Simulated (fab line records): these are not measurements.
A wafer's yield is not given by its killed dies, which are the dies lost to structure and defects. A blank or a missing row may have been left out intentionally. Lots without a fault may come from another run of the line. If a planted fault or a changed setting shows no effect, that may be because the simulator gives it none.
Split-lot study || flow n5 finfet || on a route of 1938 steps: 7 lots, 21 wafers read

## THE SPLIT
At N5_PMOS_HMC_CHANNEL_EPI_PEB_07 (peb time 60 s), the setting peb temp c was moved away from the recipe's 110 C on 4 of the 21 wafers read, by +2.5% to +3.0%. This setting was run at the recipe's value on the other wafers.

## BETWEEN THE SPLIT AND THE READING: the file shows 1 step in between
- N5_PMOS_HMC_CHANNEL_EPI_DEVELOP_08: develop time 30 s

## THE READING
Shown in nm: cd nm at N5_PMOS_HMC_CHANNEL_EPI_CD_MEAS_09, with target cd 237.4 nm. A value of 237.5 nm with a standard deviation of 1.1 nm is what fault-free wafers of this fab line usually give.

{"wafer": "L077.2", "tool, chamber at the split": "litho track-01, 0", "peb temp c as run, C": 110, "against the recipe": "recipe", "cd nm, nm": 236.5, "against lot-mates on the recipe": "-"}
{"wafer": "L077.4", "tool, chamber at the split": "litho track-01, 0", "peb temp c as run, C": 110, "against the recipe": "recipe", "cd nm, nm": 236.7, "against lot-mates on the recipe": "-"}
{"wafer": "L077.6", "tool, chamber at the split": "litho track-01, 0", "peb temp c as run, C": 110, "against the recipe": "recipe", "cd nm, nm": 237.3, "against lot-mates on the recipe": "-"}
{"wafer": "L084.2", "tool, chamber at the split": "litho track-01, 0", "peb temp c as run, C": 110, "against the recipe": "recipe", "cd nm, nm": 237.9, "against lot-mates on the recipe": "-"}
{"wafer": "L084.3", "tool, chamber at the split": "litho track-01, 0", "peb temp c as run, C": 113.3, "against the recipe": "+3.0%", "cd nm, nm": 247.6, "against lot-mates on the recipe": "+10.5"}
{"wafer": "L084.5", "tool, chamber at the split": "litho track-01, 0", "peb temp c as run, C": 110, "against the recipe": "recipe", "cd nm, nm": 236.3, "against lot-mates on the recipe": "-"}
{"wafer": "L089.1", "tool, chamber at the split": "litho track-01, 0", "peb temp c as run, C": 110, "against the recipe": "recipe", "cd nm, nm": 237.5, "against lot-mates on the recipe": "-"}
{"wafer": "L089.4", "tool, chamber at the split": "litho track-01, 0", "peb temp c as run, C": 110, "against the recipe": "recipe", "cd nm, nm": 236.3, "against lot-mates on the recipe": "-"}
{"wafer": "L089.6", "tool, chamber at the split": "litho track-01, 0", "peb temp c as run, C": 110, "against the recipe": "recipe", "cd nm, nm": 238.4, "against lot-mates on the recipe": "-"}
{"wafer": "L090.4", "tool, chamber at the split": "litho track-02, 0", "peb temp c as run, C": 110, "against the recipe": "recipe", "cd nm, nm": 239.2, "against lot-mates on the recipe": "-"}
{"wafer": "L090.5", "tool, chamber at the split": "litho track-02, 0", "peb temp c as run, C": 112.8, "against the recipe": "+2.5%", "cd nm, nm": 246.3, "against lot-mates on the recipe": "+7.2"}
{"wafer": "L090.6", "tool, chamber at the split": "litho track-02, 0", "peb temp c as run, C": 110, "against the recipe": "recipe", "cd nm, nm": 238.9, "against lot-mates on the recipe": "-"}
{"wafer": "L093.1", "tool, chamber at the split": "litho track-02, 0", "peb temp c as run, C": 110, "against the recipe": "recipe", "cd nm, nm": 237.0, "against lot-mates on the recipe": "-"}
{"wafer": "L093.3", "tool, chamber at the split": "litho track-02, 0", "peb temp c as run, C": 110, "against the recipe": "recipe", "cd nm, nm": 235.7, "against lot-mates on the recipe": "-"}
{"wafer": "L093.6", "tool, chamber at the split": "litho track-02, 0", "peb temp c as run, C": 110, "against the recipe": "recipe", "cd nm, nm": 237.1, "against lot-mates on the recipe": "-"}
{"wafer": "L092.1", "tool, chamber at the split": "litho track-01, 0", "peb temp c as run, C": 110, "against the recipe": "recipe", "cd nm, nm": 236.8, "against lot-mates on the recipe": "-"}
{"wafer": "L092.3", "tool, chamber at the split": "litho track-01, 0", "peb temp c as run, C": 110, "against the recipe": "recipe", "cd nm, nm": 236.6, "against lot-mates on the recipe": "-"}
{"wafer": "L092.4", "tool, chamber at the split": "litho track-01, 0", "peb temp c as run, C": 110, "against the recipe": "recipe", "cd nm, nm": 237.6, "against lot-mates on the recipe": "-"}
{"wafer": "L096.2", "tool, chamber at the split": "litho track-02, 0", "peb temp c as run, C": 110, "against the recipe": "recipe", "cd nm, nm": 237.9, "against lot-mates on the recipe": "-"}
{"wafer": "L096.3", "tool, chamber at the split": "litho track-02, 0", "peb temp c as run, C": 113.3, "against the recipe": "+3.0%", "cd nm, nm": 245.5, "against lot-mates on the recipe": "+7.6"}
{"wafer": "L096.6", "tool, chamber at the split": "litho track-02, 0", "peb temp c as run, C": 113.3, "against the recipe": "+3.0%", "cd nm, nm": 245.7, "against lot-mates on the recipe": "+7.8"}

THE FIT
A straight line over all 21 wafers: cd nm changes by +3.1 nm for each +1% of peb temp c; r = +0.97; the points scatter about the line by 1 nm.
The same after taking each lot's own level away (the mean of its wafers on the recipe; 21 wafers): +2.87 nm for each +1%; r = +0.98; scatter 0.76 nm.
That fit puts the effect of the largest move of peb temp c on the reading at 8.6 nm.
From 236.60 to 239.05 nm: that is the span of the lots' own levels, equal to 2.2 times the standard deviation above.
Hence the lot-to-lot level has little effect on the slope; both slopes agree.
Check: for one of the wafers moved furthest among these (+3.0%), held out of the fit, the line's prediction against its lot-mates is +7.92 nm. It came out at +10.5 nm against them.

## ADDITIONAL SPLITS CARRIED BY THESE WAFERS
Note: prior to the reading, these wafers also went through further splits. Each is held against what the fit with the lots' levels taken away leaves over:
{"other split on the same wafers": "N5_ZERO_LAYER_EXPOSE_08 dose mj", "wafers away from the commonest value": 5, "r with cd nm (lot level and that fit taken away)": "+0.25"}
{"other split on the same wafers": "N5_ZERO_LAYER_PEB_09 peb time s", "wafers away from the commonest value": "as run: not given for these wafers", "r with cd nm (lot level and that fit taken away)": "-"}

## THE WHOLE CHAIN: every reading that the file lists as answering this split, in the file's order
{"step": "N5_PMOS_HMC_CHANNEL_EPI_CD_MEAS_09", "what it does": "target cd 237.4 nm", "reading": "cd nm", "change (the file's fit)": "+2.97 nm for each +1% of the setting", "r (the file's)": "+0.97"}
{"step": "N5_PMOS_HMC_CHANNEL_EPI_DESCUM_14", "what it does": "chemistry O2, time 7.9 s", "reading": "PMOS_HMC_CHANNEL_EPI.cd nm (the simulator's own value, which no gauge read)", "change (the file's fit)": "+2.99 nm for each +1% of the setting", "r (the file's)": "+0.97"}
{"step": "N5_PMOS_HMC_CHANNEL_EPI_ETCH_32", "what it does": "etches BARC in N2/H2, stops on SiO2, target depth 85.8 nm, time 50.3 s", "reading": "PMOS_HMC_CHANNEL_EPI.cd nm (the simulator's own value, which no gauge read)", "change (the file's fit)": "+2.8 nm for each +1% of the setting", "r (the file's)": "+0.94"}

## FILE'S OWN FIT
cd nm changes by +2.97 nm for each +1% of peb temp c, r = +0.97.
